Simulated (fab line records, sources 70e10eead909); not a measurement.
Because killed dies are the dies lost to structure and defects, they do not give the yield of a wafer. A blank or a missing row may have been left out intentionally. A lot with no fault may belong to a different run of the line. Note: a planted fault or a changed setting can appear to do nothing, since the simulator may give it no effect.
Which tool is to blame?    flow nandHarc    7 lots, 21 wafers sampled, at 4 steps of a route of 1302

== WHAT THE GAUGES SHOWED, per wafer ==
NHARC_P_M2_CD_MEAS_09: target cd 170 nm.
lot   measured      on        cdNm (nm)
L144  day 7 03:10   cdSem-03  170.4 170.7 170.3
L147  day 8 11:34   cdSem-03  169.6 169.8 170.4
L149  day 9 17:32   cdSem-01  170.8 170.7 169.6
L151  day 10 05:05  cdSem-01  168.8 170.1 169.5
L153  day 11 00:58  cdSem-01  194.7 195.6 195.3
L157  day 12 08:17  cdSem-01  191.1 192.4 191.7
L164  day 15 16:29  cdSem-03  169.4 169.2 169.7

== TOOL THAT RAN EACH LOT (tool first, then ch and the chambers of the sampled wafers, then the start) ==
lot   NHARC_P_M1_DESCUM_14               NHARC_P_M1_ETCH_35                 NHARC_P_M2_EXPOSE_06
L144  rieDiel-12 ch 0,1,2, day 6 23:08   rieDiel-12 ch 2,3, day 6 23:14     arfiScanner-03 ch 0, day 7 03:01
L147  rieDiel-12 ch 0,2, day 8 07:42     rieDiel-12 ch 2,3, day 8 07:46     arfiScanner-03 ch 0, day 8 11:26
L149  rieDiel-12 ch 0,1,3, day 9 13:35   rieDiel-12 ch 0,1,3, day 9 13:41   arfiScanner-03 ch 0, day 9 17:24
L151  rieDiel-12 ch 1,3, day 10 01:07    rieDiel-12 ch 0,1,2, day 10 01:12  arfiScanner-01 ch 0, day 10 04:58
L153  rieDiel-12 ch 0,3, day 10 21:08    rieDiel-12 ch 0,1,2, day 10 21:14  arfiScanner-02 ch 0, day 11 00:49
L157  rieDiel-01 ch 0,2,3, day 12 04:17  rieDiel-01 ch 1,2, day 12 04:22    arfiScanner-02 ch 0, day 12 08:08
L164  rieDiel-12 ch 2,3, day 15 12:31    rieDiel-12 ch 0,1,3, day 15 12:36  arfiScanner-03 ch 0, day 15 16:20
- NHARC_P_M1_DESCUM_14: chemistry O2, time 3 s.
- NHARC_P_M1_ETCH_35: etches the open film in N2/H2, target depth 40 nm, overetch 12 nm, time 43.94 s.
- NHARC_P_M2_EXPOSE_06: exposes mask P M2, target cd 170 nm.

== THE ANSWER, worked out from the rows above alone ==
Rule: the usual values come from the lots themselves. Put in order of their means at a reading, lots are off if they are a third of the lots or fewer, leave a main group of 4 or more, and stand apart from it by a gap of 3 or more times the standard deviation of the main group's means; of several such gaps the widest counts. A main group whose means are all the same, to the digits that the tables above print for the reading, isn't used. A lot without any number at a reading at which 4 lots or more have one is off too. Where the step has rows for the other lots, those lots are counted as sound.
Off, at NHARC_P_M2_CD_MEAS_09 on cdNm: L153, L157. The main group has a mean of 169.9 nm with a standard deviation of 0.43.
A tool fits if, at a process step before that reading, it ran every lot that is off, and no sound lot after the first of them. The gauges at NHARC_P_M2_CD_MEAS_09 are tried like those tools. This does not decide it: 2 tools fit, namely arfiScanner-02 at NHARC_P_M2_EXPOSE_06 and cdSem-01 at NHARC_P_M2_CD_MEAS_09.

== WHAT WAS PUT IN BY THE SIMULATOR ==
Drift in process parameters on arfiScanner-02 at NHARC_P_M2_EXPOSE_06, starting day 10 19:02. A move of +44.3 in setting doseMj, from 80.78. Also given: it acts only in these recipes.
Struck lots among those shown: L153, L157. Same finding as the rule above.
